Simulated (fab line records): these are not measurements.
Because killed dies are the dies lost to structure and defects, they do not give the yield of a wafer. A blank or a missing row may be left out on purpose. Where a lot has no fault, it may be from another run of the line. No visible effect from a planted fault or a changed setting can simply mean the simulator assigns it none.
Which of the tools did it? :: flow n5_finfet :: 11 lots with 33 wafers sampled at 4 steps, on a route of 1938 steps

WHAT THE GAUGES SHOWED, per wafer
N5_GATE_CUT_THK_MEAS_24.
lot: L076
measured: day 5 06:23
on: film_metro-02
GC_FILL_THK (nm): 217.8 220.5 220.3

lot: L078
measured: day 5 17:13
on: film_metro-02
GC_FILL_THK (nm): 220.8 220.2 221.6

lot: L080
measured: day 6 06:58
on: film_metro-02
GC_FILL_THK (nm): 218.4 223.9 221.6

lot: L083
measured: day 7 06:17
on: film_metro-01
GC_FILL_THK (nm): 218.7 224.0 223.1

lot: L085
measured: day 7 09:28
on: film_metro-02
GC_FILL_THK (nm): 222.2 224.7 223.7

lot: L087
measured: day 7 23:09
on: film_metro-02
GC_FILL_THK (nm): 219.5 219.1 220.0

lot: L089
measured: day 8 08:52
on: film_metro-01
GC_FILL_THK (nm): 219.6 217.3 216.9

lot: L091
measured: day 8 23:22
on: film_metro-01
GC_FILL_THK (nm): 219.3 217.3 219.9

lot: L093
measured: day 9 10:41
on: film_metro-02
GC_FILL_THK (nm): 219.5 219.3 221.6

lot: L095
measured: day 9 22:55
on: film_metro-02
GC_FILL_THK (nm): 219.7 223.4 220.8

lot: L097
measured: day 10 09:25
on: film_metro-02
GC_FILL_THK (nm): 218.3 219.2 220.4

WHICH TOOL RAN EACH LOT (tool, then ch and the chambers of the sampled wafers, then the start)
lot: L076
N5_GATE_CUT_SAC_CAP_01: ald_sin-01 ch 0,1,2, day 5 00:29
N5_GATE_CUT_ETCH_28: rie_diel-06 ch 1,2,3, day 5 03:48
N5_GATE_CUT_ETCH_37: rie_diel-06 ch 1,2,3, day 5 03:50

lot: L078
N5_GATE_CUT_SAC_CAP_01: ald_sin-01 ch 0,2,3, day 5 11:17
N5_GATE_CUT_ETCH_28: rie_diel-05 ch 0,1,2, day 5 14:38
N5_GATE_CUT_ETCH_37: rie_diel-05 ch 0,1,2, day 5 14:41

lot: L080
N5_GATE_CUT_SAC_CAP_01: ald_sin-01 ch 0,2, day 6 00:43
N5_GATE_CUT_ETCH_28: rie_diel-01 ch 0,1, day 6 03:57
N5_GATE_CUT_ETCH_37: rie_diel-01 ch 0,1, day 6 04:01

lot: L083
N5_GATE_CUT_SAC_CAP_01: ald_sin-03 ch 0,3, day 7 00:23
N5_GATE_CUT_ETCH_28: rie_diel-01 ch 1,2, day 7 03:36
N5_GATE_CUT_ETCH_37: rie_diel-01 ch 1,2, day 7 03:39

lot: L085
N5_GATE_CUT_SAC_CAP_01: ald_sin-01 ch 2,3, day 7 03:40
N5_GATE_CUT_ETCH_28: rie_diel-01 ch 1,2,3, day 7 06:53
N5_GATE_CUT_ETCH_37: rie_diel-01 ch 1,2,3, day 7 06:56

lot: L087
N5_GATE_CUT_SAC_CAP_01: ald_sin-01 ch 0,1,3, day 7 17:28
N5_GATE_CUT_ETCH_28: rie_diel-05 ch 0,2,3, day 7 20:34
N5_GATE_CUT_ETCH_37: rie_diel-05 ch 0,2,3, day 7 20:37

lot: L089
N5_GATE_CUT_SAC_CAP_01: ald_sin-01 ch 0,2,3, day 8 03:02
N5_GATE_CUT_ETCH_28: rie_diel-06 ch 0,2,3, day 8 06:15
N5_GATE_CUT_ETCH_37: rie_diel-06 ch 0,2,3, day 8 06:17

lot: L091
N5_GATE_CUT_SAC_CAP_01: ald_sin-01 ch 1,3, day 8 17:08
N5_GATE_CUT_ETCH_28: rie_diel-05 ch 1,2,3, day 8 20:21
N5_GATE_CUT_ETCH_37: rie_diel-05 ch 1,2,3, day 8 20:23

lot: L093
N5_GATE_CUT_SAC_CAP_01: ald_sin-01 ch 0,1,3, day 9 05:32
N5_GATE_CUT_ETCH_28: rie_diel-05 ch 2,3, day 9 07:42
N5_GATE_CUT_ETCH_37: rie_diel-05 ch 2,3, day 9 07:47

lot: L095
N5_GATE_CUT_SAC_CAP_01: ald_sin-01 ch 0,1, day 9 17:05
N5_GATE_CUT_ETCH_28: rie_diel-01 ch 0,1,2, day 9 20:19
N5_GATE_CUT_ETCH_37: rie_diel-01 ch 0,1,2, day 9 20:22

lot: L097
N5_GATE_CUT_SAC_CAP_01: ald_sin-03 ch 0,2, day 10 03:28
N5_GATE_CUT_ETCH_28: rie_diel-06 ch 0,1,3, day 10 06:34
N5_GATE_CUT_ETCH_37: rie_diel-06 ch 0,1,3, day 10 06:37
- N5_GATE_CUT_SAC_CAP_01: material SiNx, target thk 24 nm, pulse time 1 s, ald cycles 480.
- N5_GATE_CUT_ETCH_28: etches underlayer in N2/H2, target depth 13 nm, time 10.4 s.
- N5_GATE_CUT_ETCH_37: etches SOC in N2/H2, target depth 60 nm, overetch 12 nm, time 90 s.

THE ANSWER, worked out from the rows above alone
Rule: the usual values come from the lots themselves. Put in order of their means at a reading, lots are off if they are a third of the lots or fewer, leave a main group of 4 or more, and stand apart from it by a gap of 3 or more times the standard deviation of the main group's means; of several such gaps the widest counts. The tables above print the reading to a certain number of digits; a main group whose means all agree to those digits is not used. A lot without any number at a reading at which 4 lots or more have one is off too. Any other lot the step has rows for is counted as sound.
None of the lots is off at any reading shown; this tells nothing.

WHAT WAS PUT IN BY THE SIMULATOR
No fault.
